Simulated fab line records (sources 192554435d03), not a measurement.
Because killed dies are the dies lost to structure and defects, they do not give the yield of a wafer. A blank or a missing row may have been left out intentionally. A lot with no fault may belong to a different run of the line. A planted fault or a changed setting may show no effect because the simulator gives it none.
One fault through the eyes of 3 desks -- flow n5 finfet -- each desk has only its own numbers; what lay behind them comes last

FROM THE METROLOGY DESK
What the gauges read for every lot (on any tool): the sampled wafers with a number, averaged. Marked OUT: a lot whose mean sits more than 4 standard deviations from the usual mean, which makes it out of limits; the brackets give that distance.
Columns: A = cd nm at N5_FIN_CUT_CD_MEAS_08, usual 29.05 nm
lot,first seen here,A
L358,day 2 10:41,28.98
L359,day 2 14:13,28.86
L361,day 3 02:20,29.10
L364,day 3 22:08,29.25
L367,day 4 16:19,29.19
L369,day 5 03:20,29.06
L370,day 5 09:10,28.94
L371,day 5 14:04,29.14
L373,day 6 04:22,28.99
This desk's finding: nothing out of limits on any of the 9 lots.

THE DEFECT DESK
Counts from the inspections along the route, per lot, as means over the sampled wafers that have a number. Marked OUT: a lot whose mean sits more than 4 standard deviations from the usual mean, which makes it out of limits; the brackets give that distance.
Columns: A = raw defect count at N5_FIN_SAQP_INSPECT_40, usual 244; B = raw defect count at N5_FIN_CUT_INSPECT_10, usual 44; C = raw defect count at N5_FIN_CUT_INSPECT_17, usual 248
lot,first seen here,A,B,C
L358,day 2 10:23,135,33,165
L359,day 2 13:47,178,41,183
L361,day 3 02:02,312,54,325
L364,day 3 21:50,342,56,352
L367,day 4 16:00,299,51,298
L369,day 5 03:02,219,33,229
L370,day 5 08:52,284,50,282
L371,day 5 13:46,244,53,242
L373,day 6 04:04,420,218 (+13) OUT,387
This desk's verdict: out of limits on L373, starting with L373 at day 6 04:27 (raw defect count at N5_FIN_CUT_INSPECT_10). L358, L359, L361, L364, L367, L369, L370, L371 stayed within limits.

DESK OF THE TOOL OWNER: ald sin-03
The tool's own readings at N5_FIN_SAQP_SPACER1_ALD_24 (deposits SiO2, target thk 20.3 nm, pulse time 1 s, purge time 2 s): means of the sampled wafers that have a number, for each lot that ran on this tool. Marked OUT: a lot whose mean sits more than 4 standard deviations from the usual mean, which makes it out of limits; the brackets give that distance.
Columns: A = chamber pressure Torr at N5_FIN_SAQP_SPACER1_ALD_24, usual 1.999 Torr; B = heater power w at N5_FIN_SAQP_SPACER1_ALD_24, usual 487 W; C = precursor pulse height rel at N5_FIN_SAQP_SPACER1_ALD_24, usual 1.001; D = susceptor temp C at N5_FIN_SAQP_SPACER1_ALD_24, usual 300.02 C
lot,first seen here,A,B,C,D
L361,day 2 22:56,2.000,491,0.999,299.95
L369,day 4 23:56,2.000,491,0.995,299.97
L371,day 5 10:42,2.003,496,1.007,300.00
L373,day 6 00:52,2.002,511,1.010,300.13
This desk's finding: nothing out of limits on any of the 4 lots.

PUT TOGETHER
The defect desk could have raised an alarm at day 6 04:27, on L373.
Metrology desk: nothing out of limits seen.
The tool owner's desk saw nothing out of limits.
The metrology desk has L373 on record, within its limits.
On record at the tool owner's desk: L373, within its limits.
N5_FIN_SAQP_SPACER1_ALD_24 was run on ald sin-03 by each of the lots named.

WHAT HAD BEEN PUT IN BY THE SIMULATOR
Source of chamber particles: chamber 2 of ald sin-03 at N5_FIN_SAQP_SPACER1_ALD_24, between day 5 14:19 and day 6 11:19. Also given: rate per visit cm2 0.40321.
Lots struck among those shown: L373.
Hours from the fault's start to each desk's first reading out of limits: the defect desk, 14.
